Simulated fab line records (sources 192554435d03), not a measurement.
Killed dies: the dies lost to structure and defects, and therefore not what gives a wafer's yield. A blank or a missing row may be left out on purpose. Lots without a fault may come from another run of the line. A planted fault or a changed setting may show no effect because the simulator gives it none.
Which tool is to blame? || flow n5Finfet || Sampling: 11 lots, 33 wafers, 3 of 1938 route steps

## WHAT THE GAUGES SHOWED, per wafer
N5_PASSIVATION_OVL_MEAS_66.
{"lot": "L380", "measured": "day 13 07:59", "on": "overlay-02", "PASS_OPEN_OVL (nm)": "9 -1 4"}
{"lot": "L382", "measured": "day 14 00:27", "on": "overlay-01", "PASS_OPEN_OVL (nm)": "2 -6 -2"}
{"lot": "L383", "measured": "day 13 23:58", "on": "overlay-02", "PASS_OPEN_OVL (nm)": "7 -6 3"}
{"lot": "L384", "measured": "day 14 22:18", "on": "overlay-01", "PASS_OPEN_OVL (nm)": "-9 -3 4"}
{"lot": "L387", "measured": "day 14 16:48", "on": "overlay-02", "PASS_OPEN_OVL (nm)": "0 3 0"}
{"lot": "L392", "measured": "day 16 09:02", "on": "overlay-01", "PASS_OPEN_OVL (nm)": "-4 6 6"}
{"lot": "L393", "measured": "day 16 23:16", "on": "overlay-01", "PASS_OPEN_OVL (nm)": "-6 -5 -5"}
{"lot": "L395", "measured": "day 16 03:43", "on": "overlay-01", "PASS_OPEN_OVL (nm)": "2 4 4"}
{"lot": "L396", "measured": "day 17 10:38", "on": "overlay-02", "PASS_OPEN_OVL (nm)": "-4 -6 -4"}
{"lot": "L399", "measured": "day 17 22:15", "on": "overlay-01", "PASS_OPEN_OVL (nm)": "4 -2 2"}
{"lot": "L401", "measured": "day 18 14:04", "on": "overlay-02", "PASS_OPEN_OVL (nm)": "5 4 4"}

## WHICH TOOL RAN EACH LOT (tool, then ch and the chambers of the sampled wafers, then the start)
{"lot": "L380", "N5_DUMMY_GATE_ALD_02": "aldSin-01 ch 1,2, day 2 19:08", "N5_PASSIVATION_AL_ETCH_33": "rieMetal-01 ch 0,1, day 13 06:23"}
{"lot": "L382", "N5_DUMMY_GATE_ALD_02": "aldSin-01 ch 0,1, day 3 07:50", "N5_PASSIVATION_AL_ETCH_33": "rieMetal-02 ch 0,1, day 13 22:37"}
{"lot": "L383", "N5_DUMMY_GATE_ALD_02": "aldSin-01 ch 1,2,3, day 3 13:11", "N5_PASSIVATION_AL_ETCH_33": "rieMetal-03 ch 0,1, day 13 22:23"}
{"lot": "L384", "N5_DUMMY_GATE_ALD_02": "aldSin-02 ch 0,1,3, day 3 21:35", "N5_PASSIVATION_AL_ETCH_33": "rieMetal-02 ch 0,1, day 14 20:43"}
{"lot": "L387", "N5_DUMMY_GATE_ALD_02": "aldSin-03 ch 2,3, day 4 13:40", "N5_PASSIVATION_AL_ETCH_33": "rieMetal-01 ch 0,1, day 14 14:58"}
{"lot": "L392", "N5_DUMMY_GATE_ALD_02": "aldSin-01 ch 0,1,2, day 5 21:39", "N5_PASSIVATION_AL_ETCH_33": "rieMetal-02 ch 0,1, day 16 06:53"}
{"lot": "L393", "N5_DUMMY_GATE_ALD_02": "aldSin-01 ch 1,2,3, day 6 01:40", "N5_PASSIVATION_AL_ETCH_33": "rieMetal-02 ch 0,1, day 16 21:32"}
{"lot": "L395", "N5_DUMMY_GATE_ALD_02": "aldSin-01 ch 0,2, day 6 13:08", "N5_PASSIVATION_AL_ETCH_33": "rieMetal-01 ch 0, day 16 01:46"}
{"lot": "L396", "N5_DUMMY_GATE_ALD_02": "aldSin-01 ch 1,2,3, day 6 19:26", "N5_PASSIVATION_AL_ETCH_33": "rieMetal-03 ch 0,1, day 17 09:02"}
{"lot": "L399", "N5_DUMMY_GATE_ALD_02": "aldSin-01 ch 0,1,2, day 7 13:53", "N5_PASSIVATION_AL_ETCH_33": "rieMetal-03 ch 0,1, day 17 20:31"}
{"lot": "L401", "N5_DUMMY_GATE_ALD_02": "aldSin-03 ch 0,2,3, day 8 02:25", "N5_PASSIVATION_AL_ETCH_33": "rieMetal-01 ch 0, day 18 11:43"}
- N5_DUMMY_GATE_ALD_02: deposits SiO2, target thk 2 nm, pulse time 1 s.
- N5_PASSIVATION_AL_ETCH_33: etches Al in Cl2/BCl3, stops on TaN, target depth 2800 nm, time 466.7 s.

## THE ANSWER, worked out from the rows above alone
Rule: what is usual is taken from the lots themselves. Put in order of their means at a reading, lots are off if they are a third of the lots or fewer, leave a main group of 4 or more, and stand apart from it by a gap of 3 or more times the standard deviation of the main group's means; of several such gaps the widest counts. Not used: any main group whose means are identical at the precision the tables above print for the reading. Also off: a lot with no number at a reading for which 4 or more lots have one. All remaining lots with rows at the step are treated as sound.
None of the lots is off at any reading shown; this tells nothing.

## WHAT HAD BEEN PUT IN BY THE SIMULATOR
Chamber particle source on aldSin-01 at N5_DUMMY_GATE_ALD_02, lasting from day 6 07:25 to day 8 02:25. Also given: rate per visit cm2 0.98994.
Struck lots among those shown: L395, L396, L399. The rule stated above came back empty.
